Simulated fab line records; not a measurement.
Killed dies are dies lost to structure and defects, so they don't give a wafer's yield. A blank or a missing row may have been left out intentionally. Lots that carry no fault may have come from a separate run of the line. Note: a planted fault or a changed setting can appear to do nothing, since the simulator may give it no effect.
Problem report in the 8D (eight disciplines) form, filled by code	flow nandHarc	the parts of the form that need people (team, actions taken, sign-off) are left out

1. THE ISSUE
At NHARC_END_SORT_01, sort_bin_3_pct averages 3.05 % over 6 wafers from 2 lots, while fault-free wafers read 0.28 %, standard deviation 0.22. Measured from the usual mean, that is +13 standard deviations.
The first sign was on wafer L840.1 at day 23 02:01, on prober-01. The record has a number at this step for 36 wafers belonging to 12 lots. Rule for "out", or "out of limits": more than 4 standard deviations from the usual mean. Any other wafer with a number is counted as sound.

2. WHAT IT IS AND WHAT IT IS NOT
question	is	is not
which readings at this step	sort_bin_3_pct, defectLimitedYield, killedAtArray, killedDies, sort_bin_2_pct, sortNPass, sortRimYieldPct, sortYieldPct	killedAtPeriphery, killedOpen
which lots	L837, L840	L825, L826, L827, L828, L832, L838, L842, L844, L845, L848
which wafers of those lots	all that have a number	-
read on which gauges	prober-01, prober-02	-
when	from day 23 02:01	up to then (18 sound wafers); but 12 sound wafers of L842, L844, L845, L848 came after

3. SUSPECTS, AND WHAT RULES EACH OUT
Counting: a tool at a process step up to the reading stays a suspect if it ran every lot that is out and no sound lot after the first of them.
- ruled out: the gauge at NHARC_END_SORT_01. Those wafers that are out were read across 2 gauges (prober-01, prober-02).
- pecvd-01 at NHARC_A_M1_PRE_CLEAN_32 (time 12 s): kept. It ran every lot that is out, first L837 (day 21 16:29), and no sound lot after that; its last sound lot up to then is L827 (day 18 03:59).
The count leaves pecvd-01 at NHARC_A_M1_PRE_CLEAN_32.

4. THE CAUSE (what the simulator had put in)
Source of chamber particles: pecvd-01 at NHARC_A_M1_PRE_CLEAN_32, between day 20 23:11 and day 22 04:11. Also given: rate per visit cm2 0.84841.
After counting, this tool was the only one left.

5. SEQUENCE OF EFFECTS, ordered by route
Each row: a reading where the mean over the struck wafers with a number is more than 3 standard deviations away from the usual. Only readings for which the record gives a usual standard deviation are gone through. hours: the time from each lot's start at the first step in this table that gives one to its start at this step, as a median over the lots. sigmas: the change in usual standard deviations.
hours	step	reading	usual	on struck wafers	change	sigmas
0	NHARC_END_SORT_01	defectLimitedYield	95.3 %	86.0	-9.3	-7.1
0	NHARC_END_SORT_01	killedAtArray	28	91	+63	+7.3
0	NHARC_END_SORT_01	killedDies	32	95	+63	+7.2
0	NHARC_END_SORT_01	sort_bin_2_pct	1.5 %	5.6	+4.1	+7.0
0	NHARC_END_SORT_01	sort_bin_3_pct	0.28 %	3.05	+2.77	+13
0	NHARC_END_SORT_01	sortNPass	645	582	-63	-7.2
0	NHARC_END_SORT_01	sortRimYieldPct	97.8 %	87.5	-10.2	-7.3
0	NHARC_END_SORT_01	sortYieldPct	95.3 %	86.0	-9.3	-7.1

6. WHAT WOULD HAVE CAUGHT IT SOONER
The first out-of-limits reading at a measuring or inspecting step in this record came at day 23 02:01, 51 hours after the fault's start at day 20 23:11.
Of the tool readings at NHARC_A_M1_PRE_CLEAN_32 for which the record gives a usual standard deviation, none was out on any struck wafer, so an alarm limit of 4 standard deviations on them would not have fired.
By day 23 02:01 the whole set of lots that are out, 2 in number, had already begun NHARC_A_M1_PRE_CLEAN_32 on pecvd-01. Had the tool been put on hold then, not one of them would have been saved.
